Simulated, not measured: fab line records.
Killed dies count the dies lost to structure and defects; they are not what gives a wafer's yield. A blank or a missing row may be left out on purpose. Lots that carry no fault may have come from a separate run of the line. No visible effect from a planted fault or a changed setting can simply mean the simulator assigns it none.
The tool behind it: which one? | flow n5Finfet | 12 lots with 36 wafers sampled at 4 steps, on a route of 1938 steps

## WHAT THE GAUGES READ, wafer by wafer
N5_SD_EPI_P_CD_MEAS_09: target cd 240 nm.
lot  | measured    | on       | cdNm (nm)
L075 | day 3 14:22 | cdSem-03 | 241.4 241.4 240.5
L077 | day 4 01:16 | cdSem-01 | 240.5 240.6 239.7
L079 | day 4 11:23 | cdSem-03 | 240.5 239.6 239.1
L081 | day 5 00:31 | cdSem-03 | 241.5 240.0 240.4
L083 | day 5 13:08 | cdSem-03 | 239.5 239.7 240.7
L085 | day 6 02:01 | cdSem-01 | 240.9 240.8 241.8
L088 | day 6 18:12 | cdSem-03 | 239.9 239.5 239.9
L089 | day 7 01:37 | cdSem-03 | 239.0 239.2 239.3
L091 | day 7 12:03 | cdSem-01 | 241.2 241.0 239.9
L093 | day 8 01:03 | cdSem-01 | 239.7 240.1 240.1
L095 | day 8 10:43 | cdSem-03 | 241.0 241.6 240.3
L097 | day 9 04:51 | cdSem-03 | 240.7 239.8 240.0

## WHAT TOOL EACH LOT RAN ON (gives the tool, then ch and the chambers of the sampled wafers, and finally the start)
lot  | N5_SD_EPI_N_ETCHBACK_44          | N5_SD_EPI_N_SD_RECESS_17       | N5_SD_EPI_N_VAPOR_ETCH_50
L075 | rieDiel-03 ch 0,1,2, day 3 09:58 | rieSi-03 ch 1,2, day 3 10:14   | epiRpcvd-03 ch 0, day 3 11:04
L077 | rieDiel-03 ch 2,3, day 3 21:21   | rieSi-06 ch 1,3, day 3 21:37   | epiRpcvd-03 ch 0, day 3 22:27
L079 | rieDiel-06 ch 0,1,3, day 4 07:28 | rieSi-05 ch 1,2,3, day 4 07:44 | epiRpcvd-03 ch 0, day 4 08:32
L081 | rieDiel-03 ch 0,3, day 4 20:29   | rieSi-03 ch 0,3, day 4 20:46   | epiRpcvd-02 ch 0, day 4 21:36
L083 | rieDiel-06 ch 1,2,3, day 5 09:11 | rieSi-05 ch 0,1,3, day 5 09:27 | epiRpcvd-02 ch 0, day 5 10:16
L085 | rieDiel-02 ch 2,3, day 5 22:05   | rieSi-06 ch 2,3, day 5 22:22   | epiRpcvd-01 ch 0, day 5 23:10
L088 | rieDiel-06 ch 0,2, day 6 14:13   | rieSi-03 ch 0,1, day 6 14:29   | epiRpcvd-02 ch 0, day 6 15:22
L089 | rieDiel-03 ch 1,2,3, day 6 21:41 | rieSi-06 ch 0,2,3, day 6 21:57 | epiRpcvd-03 ch 0, day 6 22:47
L091 | rieDiel-03 ch 0,2,3, day 7 08:13 | rieSi-06 ch 1,2, day 7 08:29   | epiRpcvd-01 ch 0, day 7 09:20
L093 | rieDiel-02 ch 0,3, day 7 21:05   | rieSi-06 ch 0,1,3, day 7 21:22 | epiRpcvd-02 ch 0, day 7 22:12
L095 | rieDiel-03 ch 0,1,3, day 8 06:41 | rieSi-05 ch 0,1, day 8 06:58   | epiRpcvd-01 ch 0, day 8 07:52
L097 | rieDiel-03 ch 0,1,3, day 9 00:11 | rieSi-06 ch 0,1,2, day 9 00:27 | epiRpcvd-03 ch 0, day 9 01:23
- N5_SD_EPI_N_ETCHBACK_44: etches SiNx in CH3F/O2, stops on SiO2, target depth 14.5 nm.
- N5_SD_EPI_N_SD_RECESS_17: chemistry HBr/Cl2/O2, target depth 41 nm, time 23.7 s, bt time 3 s.
- N5_SD_EPI_N_VAPOR_ETCH_50: etches Si in HCl, time 54 s.

## THE ANSWER, worked out from the rows above alone
Rule: the lots themselves supply what counts as usual. The widest of any qualifying gaps counts: lots, ordered by their means at a reading, are off when they make up no more than a third of the lots, leave a main group of 4 or more, and stand apart from it by 3 or more times the standard deviation of that group's means. If all means in a main group match to the digits the tables above print for the reading, that group is not used. Also off: a lot with no number at a reading for which 4 or more lots have one. All remaining lots with rows at the step are treated as sound.
Across all readings shown, no lot is off: no conclusion can be drawn from this.

## WHAT THE SIMULATOR HAD PUT IN
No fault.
